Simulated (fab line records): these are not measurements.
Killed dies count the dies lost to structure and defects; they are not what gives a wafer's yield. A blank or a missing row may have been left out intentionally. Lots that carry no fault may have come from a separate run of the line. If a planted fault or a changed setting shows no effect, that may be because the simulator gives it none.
Matching of chambers | flow n5 finfet | N5_BEOL_M10_CMP_52 on cmp-02 has 4 sister chambers
The step polishes, stops on SiCOH lowk, t overpolish 7 s, target thk 140 nm. 8 wafers are shown with their chamber, then 7 later ones without.

== WAFERS WITH THEIR CHAMBER ==
wafer  | chamber | motor current A (A) | time to endpoint s (s)
L078.5 | 0       | 5.9                 | 61.9
L083.4 | 3       | 5.9                 | 65.7
L083.5 | 0       | 6.2                 | 63.4
L085.2 | 3       | 6.2                 | 60.8
L085.3 | 1       | 6.8                 | 62.4
L085.4 | 2       | 5.9                 | 62.3
L089.1 | 1       | 7.2                 | 66.9
L089.4 | 2       | 6.0                 | 62.6

== WAFERS MISSING THEIR CHAMBER ==
wafer  | motor current A (A) | time to endpoint s (s)
L089.5 | 7.3                 | 67.1
L088.1 | 6.3                 | 61.5
L088.2 | 5.5                 | 60.2
L088.5 | 6.0                 | 61.2
L093.3 | 7.2                 | 62.0
L093.5 | 5.7                 | 64.9
L093.6 | 6.1                 | 63.4

== EACH ONE'S CHAMBER ==
wafer  | from the rows above          | in truth
L089.5 | 1                            | 1
L088.1 | can't be placed: 0 or 3 or 2 | 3
L088.2 | can't be placed: 2 or 0 or 3 | 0
L088.5 | can't be placed: 2 or 0 or 3 | 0
L093.3 | 1                            | 1
L093.5 | can't be placed: 2 or 3 or 0 | 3
L093.6 | can't be placed: 3 or 0 or 2 | 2
2 of 7 placed correctly. These rows do not allow placing 5 (true chamber among the candidates in 5). Wrongly placed: 0.
How it was worked out, from the rows above alone: a wafer's distance from a chamber is the root of the sum, over the readings, of the square of ((its reading less the chamber's mean) divided by the reading's scatter). The wafer belongs to the nearest chamber; if the next one is less than 2 further off, it can't be placed. Each chamber's mean is taken over the wafers shown for it. The scatter: take each reading less its chamber's mean, square it, sum over the shown wafers, divide by the number of wafers less the number of chambers, and take the root.
